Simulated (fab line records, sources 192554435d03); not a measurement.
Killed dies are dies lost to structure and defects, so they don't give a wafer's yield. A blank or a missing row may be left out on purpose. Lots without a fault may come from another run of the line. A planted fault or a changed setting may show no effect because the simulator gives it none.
Chamber matching | flow n5_finfet | N5_GATE_CUT_ETCH_19 on rie_diel-01: 4 sister chambers
The step etches SiNx in CH3F/O2, target depth 53.7 nm, time 76.7 s. 20 wafers are shown with their chamber, then 10 later ones without.

WAFERS WITH THEIR CHAMBER
wafer  | chamber | showerhead_plenum_p_Torr (Torr) | oes_product_au (a.u.) | drypump_motor_current_A (A)
L075.1 | 0       | 2.09                            | 0.65                  | 5.1
L075.3 | 1       | 1.97                            | 0.59                  | 5.6
L075.5 | 0       | 2.09                            | 0.65                  | 5.1
L076.1 | 0       | 2.09                            | 0.65                  | 5.1
L076.3 | 2       | 2.03                            | 0.76                  | 5.4
L076.5 | 0       | 2.09                            | 0.65                  | 5.1
L081.2 | 1       | 1.97                            | 0.58                  | 5.7
L081.3 | 0       | 2.09                            | 0.64                  | 5.1
L081.5 | 3       | 1.96                            | 0.58                  | 6.4
L083.2 | 1       | 1.97                            | 0.58                  | 5.6
L083.4 | 2       | 2.02                            | 0.75                  | 5.4
L083.5 | 3       | 1.96                            | 0.58                  | 6.3
L085.3 | 1       | 1.96                            | 0.58                  | 5.6
L085.4 | 2       | 2.02                            | 0.75                  | 5.5
L085.6 | 1       | 1.96                            | 0.57                  | 5.7
L087.1 | 2       | 2.02                            | 0.75                  | 5.4
L087.3 | 0       | 2.09                            | 0.64                  | 5.1
L087.6 | 0       | 2.09                            | 0.64                  | 5.1
L089.4 | 2       | 2.02                            | 0.74                  | 5.4
L089.5 | 1       | 1.96                            | 0.57                  | 5.6

SIGNATURES (means of the wafers above)
reading                  | chamber 0 | chamber 1 | chamber 2 | chamber 3 | scatter within a chamber
showerhead_plenum_p_Torr | 2.0900    | 1.9650    | 2.0220    | 1.9600    | 0.00379
oes_product_au           | 0.6457    | 0.5783    | 0.7500    | 0.5800    | 0.0064
drypump_motor_current_A  | 5.100     | 5.633     | 5.420     | 6.350     | 0.0406
Rule: a wafer's distance from a chamber is the root of the sum, over the readings, of the square of ((its reading less the chamber's mean) divided by the reading's scatter). The wafer belongs to the nearest chamber; if the next one is less than 2 further off, it can't be placed. The scatter: the root of (the sum of the squares of (reading less its chamber's mean) over the shown wafers, divided by (wafers less chambers)).

WAFERS WITHOUT THEIR CHAMBER
wafer  | showerhead_plenum_p_Torr (Torr) | oes_product_au (a.u.) | drypump_motor_current_A (A)
L089.6 | 2.02                            | 0.74                  | 5.4
L092.2 | 1.96                            | 0.57                  | 6.3
L092.5 | 2.08                            | 0.63                  | 5.1
L092.6 | 2.02                            | 0.74                  | 5.4
L095.1 | 1.95                            | 0.57                  | 6.4
L095.3 | 2.02                            | 0.73                  | 5.4
L095.4 | 2.02                            | 0.73                  | 5.5
L096.1 | 2.08                            | 0.63                  | 5.1
L096.3 | 2.01                            | 0.73                  | 5.5
L096.4 | 1.96                            | 0.81                  | 5.6

WHICH CHAMBER EACH WENT THROUGH
wafer  | from the rows above | in truth
L089.6 | 2                   | 2
L092.2 | 3                   | 3
L092.5 | 0                   | 0
L092.6 | 2                   | 2
L095.1 | 3                   | 3
L095.3 | 2                   | 2
L095.4 | 2                   | 2
L096.1 | 0                   | 0
L096.3 | 2                   | 2
L096.4 | 2                   | 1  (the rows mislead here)
Placed correctly: 9 of 10. Can't be placed from these rows: 0. Placed wrongly: 1.
